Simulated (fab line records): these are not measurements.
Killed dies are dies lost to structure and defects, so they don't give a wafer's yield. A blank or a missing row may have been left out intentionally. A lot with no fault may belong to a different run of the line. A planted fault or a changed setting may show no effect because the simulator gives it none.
The tool behind it: which one?    flow n5-finfet    7 lots, 21 wafers sampled, at 5 steps of a route of 1938

WHAT THE GAUGES READ, wafer by wafer
N5_BEOL_M4_RC_MEAS_101.
lot   measured      on         DIBL_N (mV/V)
L303  day 8 13:13   prober-02  44.2 35.3 38.9
L307  day 9 10:56   prober-02  32.5 34.6 34.8
L309  day 10 00:06  prober-01  38.4 38.5 37.4
L313  day 11 04:23  prober-01  39.9 40.1 38.0
L315  day 11 11:47  prober-01  35.1 35.5 36.0
L320  day 12 21:37  prober-01  37.9 34.5 35.7
L323  day 13 12:54  prober-02  36.6 37.9 37.5

EACH LOT AND THE TOOL THAT RAN IT (in order: tool; ch and the chambers of the sampled wafers; start)
lot   N5_BEOL_M0_HM_OPEN_105             N5_BEOL_M0_STRIP_139                 N5_BEOL_M0_PRE_CLEAN_113      N5_BEOL_M0_ANNEAL_117
L303  rie-metal-03 ch 0,1, day 6 16:41   wet-bench-02 ch 2,3,6, day 6 17:22   pvd-sputter-01, day 6 17:35   pvd-sputter-03, day 6 19:50
L307  rie-metal-01 ch 0,1, day 7 11:38   wet-bench-04 ch 1,4,7, day 7 12:58   pvd-sputter-03, day 7 15:14   pvd-sputter-03, day 7 16:22
L309  rie-metal-03 ch 0,1, day 8 00:45   wet-bench-03 ch 0,1,5, day 8 01:56   pvd-sputter-02, day 8 02:02   pvd-sputter-03, day 8 03:16
L313  rie-metal-02 ch 0, day 9 00:49     wet-bench-04 ch 1,2,6, day 9 03:38   pvd-sputter-01, day 9 04:01   pvd-sputter-02, day 9 04:52
L315  rie-metal-03 ch 0,1, day 9 16:08   wet-bench-03 ch 0,3,7, day 9 17:46   pvd-sputter-03, day 9 18:25   pvd-sputter-03, day 9 19:03
L320  rie-metal-01 ch 0,1, day 11 02:47  wet-bench-02 ch 3,4,7, day 11 04:45  pvd-sputter-02, day 11 04:52  pvd-sputter-01, day 11 06:50
L323  rie-metal-03 ch 0,1, day 11 14:04  wet-bench-03 ch 0,3,7, day 11 14:52  pvd-sputter-02, day 11 15:19  pvd-sputter-03, day 11 16:26
- N5_BEOL_M0_HM_OPEN_105: chemistry Cl2/BCl3, target TiN, target depth 12 nm.
- N5_BEOL_M0_STRIP_139: strips in post etch residue remover, time 60 s.
- N5_BEOL_M0_PRE_CLEAN_113: time 30 s.
- N5_BEOL_M0_ANNEAL_117: time 60 s.

THE ANSWER, worked out from the rows above alone
Rule: what is usual is taken from the lots themselves. The widest of any qualifying gaps counts: lots, ordered by their means at a reading, are off when they make up no more than a third of the lots, leave a main group of 4 or more, and stand apart from it by 3 or more times the standard deviation of that group's means. A main group is skipped when, at the precision printed for the reading in the tables above, its means are all equal. Also off: a lot with no number at a reading for which 4 or more lots have one. Where the step has rows for the other lots, those lots are counted as sound.
Nothing can be told from this: no lot is off at any reading shown.

WHAT WAS PUT IN BY THE SIMULATOR
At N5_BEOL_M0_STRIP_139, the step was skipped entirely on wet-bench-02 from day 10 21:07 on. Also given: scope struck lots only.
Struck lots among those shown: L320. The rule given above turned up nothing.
